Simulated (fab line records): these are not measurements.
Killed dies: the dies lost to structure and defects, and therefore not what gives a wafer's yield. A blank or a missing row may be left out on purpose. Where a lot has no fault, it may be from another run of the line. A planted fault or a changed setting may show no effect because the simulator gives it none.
fab line records ; flow nand_harc
[record] lots = 6; wafers = 18; last_day = 33
route steps=1302 shown P_START@1 P_ZERO_WELL@2
lots that met no fault: from a run of the same line without faults
start_h: the number of hours between the record's first day and the start of the first shown wafer of the lot ; wait_h: hours since the lot's step before ; " as in the row above ; L1.1+2: one row covering several wafers at once ; - no value, or no start was given ; * or withheld: withheld ; < > ~ a bound
route shown NAME@n: a module of which the file shows steps, and the number in the route of the first ; usual: mean/standard deviation of fault-free wafers ; same: alike in all rows ; chamber/n: place in a boat ; sites: the reading at each site ; _std_site: standard deviation across them ; _edge_site: inner sites' mean taken away from outer sites' mean ; radius_mm: how far each site lies from the wafer's centre ; mask NAME#n: copy n ; behind: the tool/chamber that last shaped the wafer ; hold: what put the lot on hold/how long, in hours/how the hold closed ; device: the n, p or np transistor that did not switch ; end of line: tests of these same wafers at the route's end ; a step with no rows: only its recipe ; killed: dies lost to structure and defects at the first sort, not the wafer's yield ; map: the dies of a wafer, with x for killed, . for not killed, _ for no die there
set.NAME: the setting that was run; set.NAME@STEP: the one run at that earlier step ; model.NAME: the simulator's own value behind a step, which no gauge read
lots at some steps of the route; a table a step, a row a wafer
services: a tool's chamber out of use, with start hour (start_h, from the record's first day; less than 0 if before it), hours out, and reason
[[steps]]
[step NHARC_P_START_INSPECT_01]
[usual] raw_defect_count = 4.0/1.9
lot.wafer;tool;chamber;start_h;wait_h;raw_defect_count
L913.2;defect_inspect-01;-;60.04;-;4
L913.3;defect_inspect-01;-;60.04;-;2
L913.5;defect_inspect-01;-;60.04;-;2
L916.1;defect_inspect-02;-;90.04;-;10
L916.2;defect_inspect-02;-;90.04;-;5
L916.3;defect_inspect-02;-;90.04;-;5
L922.1;defect_inspect-02;-;150.04;-;4
L922.4;defect_inspect-02;-;150.04;-;4
L922.5;defect_inspect-02;-;150.04;-;5
L923.1;defect_inspect-01;-;160.04;-;4
L923.3;defect_inspect-01;-;160.04;-;5
L923.6;defect_inspect-01;-;160.04;-;5
L931.1;defect_inspect-01;-;240.04;-;3
L931.2;defect_inspect-01;-;240.04;-;4
L931.3;defect_inspect-01;-;240.04;-;5
L932.1;defect_inspect-01;-;250.04;-;4
L932.2;defect_inspect-01;-;250.04;-;4
L932.4;defect_inspect-01;-;250.04;-;1
[step NHARC_P_ZERO_WELL_PRECLEAN_00]
[recipe] time_s = 600; temp_c = 120; chemistry = SPM
[step NHARC_P_ZERO_WELL_SRD_01]
[step NHARC_P_ZERO_WELL_PECVD_02]
[recipe] target_thk_a = 100; temp_c = 400; pressure_torr = 6.5; rf_w = withheld; teos_flow_sccm = withheld; flow_sccm = 2650; target_thk_nm = 10; gas = O2; material = SiO2
[step NHARC_P_ZERO_WELL_DEHYDRATE_03]
[recipe] temp_c = 150; time_s = 120
[step NHARC_P_ZERO_WELL_HMDS_04]
[recipe] time_s = 30
[step NHARC_P_ZERO_WELL_COAT_64]
[recipe] temp_c = 200; time_s = 65
[step NHARC_P_ZERO_WELL_COAT_05]
[recipe] spin_rpm = 2000; resist_thk_nm = 600
[step NHARC_P_ZERO_WELL_SOFTBAKE_06]
[recipe] temp_c = 125; time_s = 70
[step NHARC_P_ZERO_WELL_EBR_07]
[step NHARC_P_ZERO_WELL_EXPOSE_08]
[recipe] na = 0.55; target_cd_nm = 500; dose_mj = 33.8; mask_id = P_ZERO
[step NHARC_P_ZERO_WELL_PEB_09]
[recipe] peb_temp_c = 128; peb_time_s = 80
[usual] chill_plate_temp_C = 22.98/0.12; exhaust_pa = 44.7/0.96
lot.wafer;tool;chamber;start_h;wait_h;chill_plate_temp_C;exhaust_pa
L913.2;litho_track-05;0;61.15;0.1;23.15;44.3
L913.3;litho_track-05;0;61.15;0.1;23.09;46.0
L913.5;litho_track-05;0;61.15;0.1;23.04;45.1
L916.1;litho_track-05;0;91.16;0.1;22.95;44.4
L916.2;litho_track-05;0;91.16;0.1;23.03;46.2
L916.3;litho_track-05;0;91.16;0.1;22.94;44.9
L922.1;litho_track-07;-;151.16;0.1;-;-
L922.4;litho_track-07;-;151.16;0.1;-;-
L922.5;litho_track-07;-;151.16;0.1;-;-
L923.1;litho_track-05;-;161.16;0.1;-;-
L923.3;litho_track-05;-;161.16;0.1;-;-
L923.6;litho_track-05;-;161.16;0.1;-;-
L931.1;litho_track-05;0;241.06;0.1;23.03;46.2
L931.2;litho_track-05;0;241.06;0.1;22.98;44.8
L931.3;litho_track-05;0;241.06;0.1;23.13;46.6
L932.1;litho_track-05;0;251.04;0.1;22.99;45.1
L932.2;litho_track-05;0;251.04;0.1;22.86;43.4
L932.4;litho_track-05;0;251.04;0.1;22.89;42.9
[step NHARC_P_ZERO_WELL_DEVELOP_10]
[recipe] time_s = 50; dev_temp_c = 22
[[services]]
tool;chamber;start_h;hours;kind
litho_track-07;-;76.00;7.0;pm
litho_track-05;-;124.00;7.0;pm
litho_track-07;-;251.00;7.0;pm
[[key]]
[first_sign] step = NHARC_P_ZERO_WELL_PEB_09; reading = tool_record; direction = missing
effect none on later readings
met_at NHARC_P_ZERO_WELL_PEB_09
struck_wafers L922.1,L922.4,L922.5,L923.1,L923.3,L923.6
later_rows_left_out L922.1,L922.4,L922.5,L923.1,L923.3,L923.6
sort_left_out L922.1,L922.4,L922.5,L923.1,L923.3,L923.6
tester_left_out L922,L923
onset_between 91.16 151.16
[fault] kind = skipped_step_whole; tool = litho_track-05,litho_track-07; chamber = -; onset_h = 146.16; steps = NHARC_P_ZERO_WELL_PEB_09; scope = struck_lots_only
// tester_left_out: of these lots the tester's yield and bins aren't shown, on N5 and GAA mostly nor the transistor test; their killed dies are dies lost to structure and defects alone, not to doping, threshold or leakage, so they don't give the yield
// sort_left_out: the simulated sort isn't trusted on such a fault, so these wafers' sort isn't shown, and their yield isn't known
// later_rows_left_out: the simulator's readings of these wafers behind a module that went badly wrong aren't trusted and aren't shown, but for the sort
